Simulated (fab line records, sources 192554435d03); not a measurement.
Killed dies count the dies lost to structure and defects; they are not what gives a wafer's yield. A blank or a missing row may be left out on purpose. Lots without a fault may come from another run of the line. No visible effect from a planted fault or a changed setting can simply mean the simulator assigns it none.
A lot that was struck, set against a sound lot | flow n5Finfet | 30 steps out of a route of 1938
Sound: these wafers, L845.2, L845.3, L845.6. Wafers struck: L850.2, L850.4, L850.6. Last of all comes the cause.
Each step with rows lists, per side, the tool, then ch with its chambers, then its first start. Under that, the readings that differ: sound wafers | struck wafers | difference of the means | sigmas: that difference in standard deviations of wafers without a fault.
alike: same words and numbers on both sides, and readings whose means sit less than 2 such deviations apart. not compared: any withheld reading, any reading some wafer has no value for, any bound like >300 that may hide the same value, and any number with overlapping values for which the record gives no deviation.
The two part at a step that has a row with sigmas, a row that says differs or no value, or rows on one side only. Non-overlapping numbers with no deviation appear without sigmas and do not part them. A reading missing from all wafers of one side parts the sides only when that side holds two or more wafers.

first, 10 steps without rows for these wafers: N5_FIN_CUT_UV_OZONE_34 (time 120 s); N5_STI_FIN_REVEAL_ALD_00 (deposits SiO2, target thk 1 nm, pulse time 1 s); N5_STI_FIN_REVEAL_ALD_14 (deposits Si3N4, target thk 3 nm); N5_STI_FIN_REVEAL_FCVD_FILL_01 (material SiO2 flowable, target thk 312 nm, time 512.2 s); N5_STI_FIN_REVEAL_DENSIFY_02 (time 1800 s); N5_STI_FIN_REVEAL_CMP_04 (polishes, stops on Si3N4, t overpolish 4 s, target thk 131.83 nm); N5_STI_FIN_REVEAL_DENSIFY_30; N5_STI_FIN_REVEAL_ETCHBACK_08 (etches SiO2 in C4F6/O2, target depth 30.5 nm, time 10.167 s); N5_STI_FIN_REVEAL_STRIP_24 (strips in N2/H2, time 90 s); N5_STI_FIN_REVEAL_PRECLEAN_25 (cleans in SPM, time 90 s).
N5_STI_FIN_REVEAL_PRECLEAN_26: cleans in SC1, time 45 s.
  sound on wetBench-02 ch 0,5,7, day 4 09:31; struck on wetBench-02 ch 3,4,5, day 5 21:45
  alike: h2o2FlowMLMin
then, 15 steps without rows for these wafers: N5_STI_FIN_REVEAL_PRECLEAN_29 (cleans in DHF, time 30 s); N5_STI_FIN_REVEAL_SRD_12 (time 30 s); N5_STI_FIN_REVEAL_RECESS_09 (chemistry HF/NH3, target SiO2, afs cycles 11, target depth 42.5 nm, sublimation time 60 s); N5_STI_FIN_REVEAL_STRIP_16 (strips SiNx in H3PO4, target depth 23.8 nm); N5_STI_FIN_REVEAL_PRECLEAN_17 (cleans in NF3:NH3, afs cycles 1, time 20 s, sublimation time 60 s); N5_STI_FIN_REVEAL_ETCH_34 (etches Si in H2, material Si, target depth 0.97 nm); N5_STI_FIN_REVEAL_OXIDATION_31 (chemistry O2 PLASMA REMOTE, time 20 s); N5_STI_FIN_REVEAL_PRECLEAN_32 (cleans in NF3:NH3, afs cycles 1, time 20 s, sublimation time 60 s); N5_STI_FIN_REVEAL_STRIP_35 (strips Si3N4 in H3PO4, target depth 4 nm, time 39 s); N5_STI_FIN_REVEAL_SRD_21 (time 30 s); N5_STI_FIN_REVEAL_OXIDATION_33 (chemistry O2 PLASMA REMOTE, time 20 s); N5_STI_FIN_REVEAL_CLEAN_19 (cleans in O3/DIW, time 120 s); N5_STI_FIN_REVEAL_SRD_23 (time 30 s); N5_STI_FIN_REVEAL_PRECLEAN_18 (cleans in SC2, time 45 s); N5_STI_FIN_REVEAL_SRD_28 (time 30 s).
N5_STI_FIN_REVEAL_INSPECT_13: inspects for defects (darkfield).
  sound: defectInspect-01 at day 4 12:25; struck: defectInspect-02 at day 6 00:56
reading        | sound | struck      | difference | sigmas
rawDefectCount | 7 7 2 | 434 390 381 | +396       | +73
then, 1 step without rows for these wafers: N5_DUMMY_GATE_PRECLEAN_00 (cleans in O3/DIW, time 60 s).
-- here the record skips 6 days between the struck wafers' starts before and after, leaving off in module DUMMY_GATE and picking up in module BEOL_M4 (first step shown: number 1111 of the route) --
N5_BEOL_M4_RC_MEAS_101:
  sound on prober-02 ch 0, day 10 00:10; struck on prober-01 ch 0, day 11 13:15
  alike: DIBL_N, DIBL_P, IOFF_N, IOFF_P, ION_N, ION_P, SS_N, SS_P, VT_N, VT_P
-- here the record skips 4 days between the struck wafers' starts before and after, leaving off in module BEOL_M4 and picking up in module PASSIVATION (first step shown: number 1936 of the route) --
N5_PASSIVATION_PROBE_49:
  record: rows for the struck wafers here (prober-01, day 15 16:42), none for the sound ones

== WHERE THEY PART ==
Last at N5_PASSIVATION_PROBE_49 as far as this record goes, first at N5_STI_FIN_REVEAL_INSPECT_13.

WHY: what the simulator had put in
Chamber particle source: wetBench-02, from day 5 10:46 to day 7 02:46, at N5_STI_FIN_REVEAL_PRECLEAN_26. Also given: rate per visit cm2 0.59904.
